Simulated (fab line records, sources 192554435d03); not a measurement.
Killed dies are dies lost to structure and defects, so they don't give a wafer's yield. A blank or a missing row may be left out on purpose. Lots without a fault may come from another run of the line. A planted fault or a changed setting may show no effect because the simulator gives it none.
A struck lot beside a sound one | flow n5_finfet | 16 steps out of a route of 1938
Sound: wafers L833.3, L833.5, L833.6. Struck: wafers L824.1, L824.2, L824.5. The cause comes at the end.
At each step with rows: each side's tool, then ch and its chambers, then its first start. Under that, the readings that differ: sound wafers | struck wafers | difference of the means | sigmas: that difference in standard deviations of wafers without a fault.
alike: readings whose means differ by less than 2 such deviations, and words and numbers that are the same on both sides. not compared: withheld readings, readings that some wafer has no value for, bounds like >300 that may hide the same value, and numbers for which the record gives no deviation and whose values overlap.
The two part at a step that has a row with sigmas, a row that says differs or no value, or rows on one side only. Numbers that don't overlap but have no deviation are shown without sigmas and don't part them. A reading that every wafer of one side lacks parts them only if that side has two wafers or more.

first, 3 steps without rows for these wafers: N5_BEOL_M0_SAQP_STRIP_80 (strips in N2/H2); N5_BEOL_M0_SAQP_HM_OPEN_112 (chemistry CHF3/O2, target SiO2, stops on a-Si, target depth 12 nm, time 13.5 s); N5_BEOL_M0_SAQP_STRIP_113 (strips in CHF3/O2).
N5_BEOL_M0_SAQP_MANDREL_ETCH_20: etches a-Si in HBr/Cl2, stops on SiNx, target depth 60 nm, bt time 10 s, time 30 s.
  sound on rie_si-02 ch 1,2, day 9 23:31; struck on rie_si-02 ch 0,1,2, day 7 12:04
  alike: HBr_flow_sccm, bias_w, drypump_motor_current_A, oes_product_au, throttle_valve_pct
  not compared: rf_hours_counter_h
N5_BEOL_M0_SAQP_STRIP_86: strips in N2/H2.
  sound on rie_diel-02 ch 0,3, day 9 23:39; struck on rie_diel-01 ch 1,2,3, day 7 12:10
  alike: drypump_motor_current_A, oes_product_au, rf_vpp_V, showerhead_plenum_p_Torr, throttle_valve_pct
  not compared: rf_hours_counter_h
then, 3 steps without rows for these wafers: N5_BEOL_M0_SAQP_STRIP_115 (strips in post etch residue remover, time 60 s); N5_BEOL_M0_SAQP_SRD_93 (time 30 s); N5_BEOL_M0_SAQP_RECESS_114 (chemistry HF/NH3, target SiO2, target depth 14.4 nm, afs cycles 3, sublimation time 60 s).
N5_BEOL_M0_SAQP_SPACER1_ALD_98: deposits SiO2, target thk 12.8 nm, pulse time 1 s, purge time 2 s.
  sound on ald_sin-04 ch 0,1, day 10 00:10; struck on ald_sin-02 ch 0,3, day 7 12:40
  alike: heater_power_w, precursor_pulse_height_rel
then, 1 step without rows for these wafers: N5_BEOL_M0_SAQP_SPACER1_ETCHBACK_99 (etches SiO2 in CHF3/O2, target depth 15.4 nm, time 7.7 s).
N5_BEOL_M0_SAQP_MANDREL1_REMOVE_100: chemistry HBr/Cl2/O2, target a-Si, stops on SiNx, bt time 10 s.
  sound on rie_si-04 ch 0,1, day 10 00:44; struck on rie_si-04 ch 0,1,3, day 7 13:27
  alike: drypump_motor_current_A, oes_product_au, throttle_valve_pct
  not compared: rf_hours_counter_h
N5_BEOL_M0_SAQP_CD_MEAS_25: target cd 13.1 nm.
  sound on cd_sem-03 ch 0, day 10 00:50; struck on cd_sem-03 ch 0, day 7 13:34
  alike: cd_nm
N5_BEOL_M0_SAQP_ETCH_101: etches SiNx in CH3F/O2, target depth 29.9 nm, time 42.7 s.
  sound on rie_diel-01 ch 0,1,2, day 10 00:53; struck on rie_diel-03 ch 0,2, day 7 13:36
  no value came back on the struck wafers for any of 7 readings (CH3F_flow_sccm (sccm), O2_flow_sccm (sccm) and others); on the sound wafers CH3F_flow_sccm (sccm) reads 29.91 29.98 29.87
  not compared: rf_hours_counter_h
N5_BEOL_M0_SAQP_ETCH_102: etches SiO2 in CF4, target depth 4 nm, time 4.4 s.
  sound on rie_si-02 ch 0,1,2, day 10 00:59; struck on rie_si-02 ch 0,1,3, day 7 13:45
  alike: bias_w, cf4_flow_sccm, drypump_motor_current_A, oes_product_au, throttle_valve_pct
  not compared: rf_hours_counter_h
N5_BEOL_M4_RC_MEAS_101:
  the record has rows for the sound wafers here (prober-02 ch 0, day 13 11:28) and none for the struck ones
-- the record jumps here: 7 days lie between the struck wafers' starts before and after (it left off in module BEOL_M4 and takes up again in module PASSIVATION, whose first step shown is number 1936 of the route) --
N5_PASSIVATION_PROBE_49:
  sound on prober-01, day 17 16:02; struck on prober-01, day 14 20:12
  reading                  | sound          | struck         | difference | sigmas
  defect_limited_yield (%) | 90.2 92.5 92.8 | 0 0 0          | -92        | -71
  killed_at_M0_to_M3       | 21 29 25       | 1113 1119 1079 | +1079      | +99 or more
  killed_dies              | 116 89 85      | 1180 1180 1180 | +1083      | +68
  killed_on_rim            | 15 14 5        | 152 152 152    | +141       | +35
  sort_bin_5_function (%)  | 5.7 4.7 3.5    | 96.9 96.6 95.3 | +91.6      | +99 or more
  sort_n_pass              | 1064 1091 1095 | 0 0 0          | -1083      | -68
  sort_yield_pct (%)       | 90.2 92.5 92.8 | 0 0 0          | -92        | -66
  alike: killed_at_M4_up, killed_at_contacts, killed_at_front_end, killed_at_other, killed_open, killed_short, sort_bin_6_memory

WHERE THEY PART
First at N5_BEOL_M0_SAQP_ETCH_101; last, within this record, at N5_PASSIVATION_PROBE_49.

WHY: what the simulator had put in
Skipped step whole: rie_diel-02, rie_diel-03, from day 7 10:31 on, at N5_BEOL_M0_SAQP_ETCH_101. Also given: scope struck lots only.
